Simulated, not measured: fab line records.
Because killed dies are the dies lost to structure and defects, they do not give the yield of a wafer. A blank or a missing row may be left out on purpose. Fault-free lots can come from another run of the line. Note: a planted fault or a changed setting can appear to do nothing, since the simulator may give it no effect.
Split-lot trial | flow n5 finfet | 39 wafers read from 7 lots, route of 1938 steps

THE SPLIT ITSELF
At N5_DUMMY_GATE_ETCH_42 (etches SiO2 in CHF3/O2, target depth 3.5 nm, time 31 s), the setting bias w was moved away from the recipe's 12 W on 15 of the 39 wafers read, by -13.3% to +18.5%. For the rest of the wafers, this setting stayed at what the recipe calls for.

Reading taken at the split's own step.

THE READING
rf vpp V, in V, at N5_DUMMY_GATE_ETCH_42 (etches SiO2 in CHF3/O2, target depth 3.5 nm, time 31 s). On this fab line, fault-free wafers typically give 42.5 V with a standard deviation of 0.97 V.

wafer  | tool, chamber at the split | bias w as run, W | against the recipe | rf vpp V, V | against lot-mates on the recipe
L074.1 | rie diel-03, 0             | 14.22            | +18.5%             | 49.3        | +6.6
L074.2 | rie diel-03, 3             | 12               | recipe             | 43.0        | -
L074.3 | rie diel-03, 2             | 14.22            | +18.5%             | 47.6        | +4.9
L074.4 | rie diel-03, 1             | 14.22            | +18.5%             | 48.6        | +5.9
L074.5 | rie diel-03, 0             | 12               | recipe             | 41.1        | -
L074.6 | rie diel-03, 1             | 12               | recipe             | 44.0        | -
L076.1 | rie diel-02, 3             | 12               | recipe             | 42.5        | -
L076.2 | rie diel-02, 2             | 12               | recipe             | 42.7        | -
L076.6 | rie diel-02, 3             | 12               | recipe             | 42.4        | -
L082.1 | rie diel-03, 3             | 10.85            | -9.6%              | 38.2        | -3.7
L082.2 | rie diel-03, 0             | 10.85            | -9.6%              | 39.9        | -2.0
L082.3 | rie diel-03, 1             | 12               | recipe             | 42.9        | -
L082.4 | rie diel-03, 2             | 12               | recipe             | 41.2        | -
L082.5 | rie diel-03, 2             | 12               | recipe             | 41.5        | -
L082.6 | rie diel-03, 1             | 10.85            | -9.6%              | 39.9        | -2.0
L085.1 | rie diel-03, 3             | 12.63            | +5.2%              | 44.1        | +2.1
L085.2 | rie diel-03, 1             | 12               | recipe             | 43.1        | -
L085.3 | rie diel-03, 0             | 12.63            | +5.2%              | 42.2        | +0.2
L085.4 | rie diel-03, 2             | 12               | recipe             | 40.9        | -
L085.5 | rie diel-03, 0             | 12               | recipe             | 41.9        | -
L085.6 | rie diel-03, 1             | 12.63            | +5.2%              | 43.6        | +1.6
L086.1 | rie diel-05, 2             | 12               | recipe             | 42.5        | -
L086.2 | rie diel-05, 3             | 13.49            | +12.4%             | 46.0        | +3.9
L086.3 | rie diel-05, 1             | 12               | recipe             | 42.3        | -
L086.4 | rie diel-05, 0             | 13.49            | +12.4%             | 46.1        | +4.0
L086.5 | rie diel-05, 1             | 12               | recipe             | 41.5        | -
L086.6 | rie diel-05, 0             | 13.49            | +12.4%             | 45.3        | +3.2
L093.1 | rie diel-02, 0             | 12               | recipe             | 43.1        | -
L093.2 | rie diel-02, 2             | 12               | recipe             | 40.6        | -
L093.3 | rie diel-02, 1             | 12               | recipe             | 44.1        | -
L093.4 | rie diel-02, 3             | 12               | recipe             | 43.5        | -
L093.5 | rie diel-02, 1             | 12               | recipe             | 43.4        | -
L093.6 | rie diel-02, 0             | 12               | recipe             | 43.8        | -
L096.1 | rie diel-03, 0             | 10.4             | -13.3%             | 37.8        | -4.9
L096.2 | rie diel-03, 1             | 10.4             | -13.3%             | 38.8        | -3.9
L096.3 | rie diel-03, 3             | 12               | recipe             | 42.1        | -
L096.4 | rie diel-03, 2             | 12               | recipe             | 42.9        | -
L096.5 | rie diel-03, 3             | 10.4             | -13.3%             | 38.4        | -4.3
L096.6 | rie diel-03, 0             | 12               | recipe             | 43.2        | -

FIT RESULTS
A straight line over all 39 wafers: rf vpp V changes by +0.307 V for each +1% of bias w; r = +0.94; the points scatter about the line by 0.92 V.
The same after taking each lot's own level away (the mean of its wafers on the recipe; 39 wafers): +0.307 V for each +1%; r = +0.95; scatter 0.82 V.
The reading moves by 5.7 V for the largest change in bias w, on that fit.
The span of the lots' own levels, 41.87 to 43.08 V, comes to 1.3 times the standard deviation stated above.
Hence the lot-to-lot level has little effect on the slope; both slopes agree.
Check: with one of the wafers moved furthest among these (+18.5%) left out of the fit, the line predicts +5.49 V for it against its lot-mates. Against them it came out at +6.6 V.
Tool readings at the split's step, against how far the setting was moved: rf vpp V r = +0.94.

ADDITIONAL SPLITS CARRIED BY THESE WAFERS
Other splits were also applied to these wafers ahead of the reading. Each is held against what the fit with the lots' levels taken away leaves over:
other split on the same wafers       | wafers away from the commonest value | r with rf vpp V (lot level and that fit taken away)
N5_DUMMY_GATE_ETCH_31 target depth a | 12                                   | +0.18
N5_DUMMY_GATE_ETCH_32 time s         | 6                                    | -0.04

FILE'S OWN FIT
rf vpp V changes by +0.306 V for each +1% of bias w, r = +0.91.
